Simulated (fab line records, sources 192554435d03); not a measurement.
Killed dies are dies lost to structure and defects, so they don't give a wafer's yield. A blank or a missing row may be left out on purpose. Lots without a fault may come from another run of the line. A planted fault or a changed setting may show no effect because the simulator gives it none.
One fault seen from 3 desks | flow n5_finfet | each desk has only its own numbers; what lay behind them comes last

THE METROLOGY DESK
What the gauges read, lot by lot, whatever tool the lot ran on: means of the sampled wafers that have a number. A lot is out of limits, marked OUT, if its mean lies more than 4 standard deviations from the usual mean; the brackets give that distance. Of its 12 readings 7 are shown: those that lie furthest out on some lot.
Columns: A = cd_nm at N5_BEOL_M2_CD_MEAS_11, usual 16.77 nm; B = M2_OVL at N5_BEOL_M2_OVL_MEAS_12, usual 0.6 nm; C = IOFF_P at N5_BEOL_M4_RC_MEAS_101, usual 0.22 nA/um; D = ION_P at N5_BEOL_M4_RC_MEAS_101, usual 463 uA/um; E = SS_N at N5_BEOL_M4_RC_MEAS_101, usual 71.6 mV/dec; F = VT_N at N5_BEOL_M4_RC_MEAS_101, usual 250 mV; G = VT_P at N5_BEOL_M4_RC_MEAS_101, usual -250 mV
lot  | first seen here | A     | B    | C    | D   | E    | F   | G
L625 | day 7 17:31     | 17.13 | 1.5  | 0.21 | 457 | 71.5 | 254 | -252
L627 | day 7 18:27     | 16.70 | 0.4  | 0.22 | 461 | 71.5 | 247 | -249
L630 | day 9 00:40     | 16.74 | 1.0  | 0.33 | 476 | 72.6 | 248 | -242
L631 | day 9 04:26     | 16.62 | 0.7  | 0.18 | 455 | 70.9 | 251 | -254
L639 | day 11 15:21    | 16.85 | -0.5 | 0.25 | 459 | 72.4 | 247 | -248
L642 | day 11 23:55    | 16.58 | 0.3  | 0.27 | 473 | 71.9 | 245 | -245
This desk's finding: nothing out of limits on any of the 6 lots.

THE DEFECT DESK
What the inspections along the route counted, lot by lot: means of the sampled wafers that have a number. A lot is out of limits, marked OUT, if its mean lies more than 4 standard deviations from the usual mean; the brackets give that distance.
Columns: A = raw_defect_count at N5_BEOL_M2_INSPECT_13, usual 413
lot  | first seen here | A
L625 | day 7 17:36     | 328
L627 | day 7 18:32     | 287
L630 | day 9 00:44     | 589
L631 | day 9 04:31     | 397
L639 | day 11 15:26    | 347
L642 | day 12 00:00    | 466
This desk's finding: nothing out of limits on any of the 6 lots.

THE TOOL OWNER'S DESK: rie_metal-01
The tool's own readings at N5_BEOL_M2_HM_OPEN_17 (chemistry Cl2/BCl3, target TiN, target depth 20 nm, overetch 6 nm): means of the sampled wafers that have a number, for each lot that ran on this tool. A lot is out of limits, marked OUT, if its mean lies more than 4 standard deviations from the usual mean; the brackets give that distance.
Columns: A = drypump_motor_current_A at N5_BEOL_M2_HM_OPEN_17, usual 5.6 A; B = he_backside_leak_sccm at N5_BEOL_M2_HM_OPEN_17, usual 3.4 sccm; C = oes_product_au at N5_BEOL_M2_HM_OPEN_17, usual 0.69 a.u.; D = throttle_valve_pct at N5_BEOL_M2_HM_OPEN_17, usual 22.02 %
lot  | first seen here | A   | B   | C    | D
L625 | day 7 17:59     | 5.4 | 3.5 | 0.70 | 21.87
L630 | day 9 01:09     | 5.4 | 3.6 | 0.70 | 21.89
L631 | day 9 04:51     | 5.2 | 3.4 | 0.71 | 21.97
This desk's finding: nothing out of limits on any of the 3 lots.

PUT TOGETHER
The metrology desk saw nothing out of limits.
The defect desk saw nothing out of limits.
The tool owner's desk saw nothing out of limits.

WHAT THE SIMULATOR HAD PUT IN
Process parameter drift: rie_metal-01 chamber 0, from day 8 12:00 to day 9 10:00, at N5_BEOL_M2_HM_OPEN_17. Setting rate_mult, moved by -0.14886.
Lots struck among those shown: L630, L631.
